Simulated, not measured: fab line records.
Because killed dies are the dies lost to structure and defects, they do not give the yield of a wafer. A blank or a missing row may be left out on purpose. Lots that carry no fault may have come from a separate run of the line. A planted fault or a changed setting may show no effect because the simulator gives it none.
Chamber matching    flow n5 finfet    ald metal-02 running N5_BEOL_M2_ALD_84: 4 sister chambers
The step deposits TaN, pulse time 2 s, purge time 3 s, co reactant purge time 2 s. 14 wafers are shown with their chamber, then 7 later ones without.

## WAFERS, EACH WITH ITS CHAMBER
wafer   chamber  heater power w (W)  heater power outer w (W)  precursor vessel pressure torr (Torr)
L079.2  1        426                 233                       26.29
L079.4  0        472                 254                       26.26
L079.5  0        477                 253                       26.29
L081.3  2        408                 232                       26.22
L081.4  1        417                 232                       26.27
L081.5  3        410                 221                       26.27
L085.2  0        478                 252                       26.16
L085.4  1        417                 229                       26.24
L085.5  2        397                 228                       26.19
L087.1  3        404                 225                       26.24
L087.2  1        413                 235                       26.30
L087.3  0        472                 246                       26.27
L093.3  2        402                 226                       26.21
L093.4  0        475                 257                       26.17

SIGNATURES (averages over the wafers above)
reading                         chamber 0  chamber 1  chamber 2  chamber 3  scatter within a chamber
heater power w                  474.80     418.25     402.33     407.00     4.47
heater power outer w            252.40     232.25     228.67     223.00     3.33
precursor vessel pressure torr  26.2300    26.2750    26.2067    26.2550    0.042
Rule: for a wafer and a chamber, the distance is found by dividing, reading by reading, the gap between the wafer's reading and the chamber's mean by the reading's scatter, squaring, summing and taking the root. If the next closest chamber is less than 2 further off than the closest, the wafer can't be placed; otherwise it belongs to the closest. The scatter is the square root of a quotient: the sum, over the shown wafers, of each reading's squared deviation from its chamber's mean, divided by wafers minus chambers.

## WAFERS MISSING THEIR CHAMBER
wafer   heater power w (W)  heater power outer w (W)  precursor vessel pressure torr (Torr)
L093.6  416                 228                       26.21
L095.1  471                 254                       26.30
L095.4  406                 226                       26.25
L095.5  406                 230                       26.26
L096.3  423                 220                       26.27
L096.4  461                 252                       26.30
L096.6  455                 249                       26.28

## WHICH CHAMBER EACH ONE RAN IN
wafer   from the rows above           in truth
L093.6  can't be placed: 1 or 3 or 2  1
L095.1  0                             0
L095.4  can't be placed: 3 or 2       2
L095.5  can't be placed: 2 or 3 or 1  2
L096.3  can't be placed: 3 or 1 or 2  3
L096.4  0                             0
L096.6  0                             0
Correctly placed: 3 of 7. Unplaceable from these rows: 4, with the true chamber sitting among the candidates in 4. Wrongly placed: 0.
